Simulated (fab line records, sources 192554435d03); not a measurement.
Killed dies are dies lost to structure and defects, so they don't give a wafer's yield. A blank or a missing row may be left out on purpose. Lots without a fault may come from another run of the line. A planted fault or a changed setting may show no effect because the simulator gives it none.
Problem report in the 8D (eight disciplines) form, filled by code | flow n5_finfet | the parts of the form that need people (team, actions taken, sign-off) are left out

1. THE PROBLEM
h2_flow_sccm at N5_BEOL_M12_STRIP_37 reads a mean of 3576 sccm on 3 wafers of 2 lots; wafers without a fault read 3251 sccm with a standard deviation of 8.4. That is +39 standard deviations from the usual mean.
The step: strips in N2/H2.
First seen on wafer L683.2, day 13 12:25, on plasma_asher-02. The record holds 30 wafers of 10 lots with a number at this step. Rule for "out", or "out of limits": more than 4 standard deviations from the usual mean. The other wafers with a number count as sound.

2. WHAT IT IS AND WHAT IT IS NOT
question                    | is                     | is not
which readings at this step | h2_flow_sccm           | drypump_motor_current_A, heater_power_w, oes_product_au
which lots                  | L683, L684             | L678, L681, L685, L695, L696, L697, L699, L700
which wafers of those lots  | L683.2, L684.3, L684.6 | L683.1, L683.4, L684.5
read on which tools         | plasma_asher-02        | plasma_asher-01
when                        | from day 13 12:25      | up to then (8 sound wafers); but 19 sound wafers of L684, L685, L695, L696, L697, L699, L700 came after

3. SUSPECTS, AND WHAT RULES EACH OUT
Counting: a tool at a process step up to the reading stays a suspect if it ran every lot that is out. Sound lots after the first of them don't rule it out here, since some wafers of a struck lot are sound.
- plasma_asher-02 at N5_BEOL_M12_STRIP_37 (strips in N2/H2): kept. It ran every lot that is out, first L683 (day 13 12:25); its last sound lot up to then is L681 (day 12 15:28). Its own readings are out on those wafers: h2_flow_sccm.
- Within plasma_asher-02 at N5_BEOL_M12_STRIP_37: the wafers that are out ran in chamber 0; their sound lot-mates ran in chamber 1.
Left after counting: plasma_asher-02 at N5_BEOL_M12_STRIP_37.

4. THE CAUSE (what the simulator had put in)
Process parameter drift: plasma_asher-02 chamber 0, from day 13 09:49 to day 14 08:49, at N5_BEOL_M12_STRIP_37. Setting h2_flow_sccm, moved by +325, from 3250. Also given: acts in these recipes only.
Counting left only this tool.

5. THE CHAIN OF EFFECTS, in route order
Each row: a reading whose mean over the struck wafers that have a number lies more than 3 standard deviations from the usual. Only readings for which the record gives a usual standard deviation are gone through. hours: the time from each lot's start at the first step in this table that gives one to its start at this step, as a median over the lots. sigmas: the change in usual standard deviations.
hours | step                 | reading      | usual     | on struck wafers | change | sigmas
0     | N5_BEOL_M12_STRIP_37 | h2_flow_sccm | 3251 sccm | 3576             | +325   | +39
The process steps in it:
- N5_BEOL_M12_STRIP_37: strips in N2/H2.

6. WHAT WOULD HAVE CAUGHT IT SOONER
In this record the first reading out of limits was taken at day 13 12:25, 3 hours after the fault began at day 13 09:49.
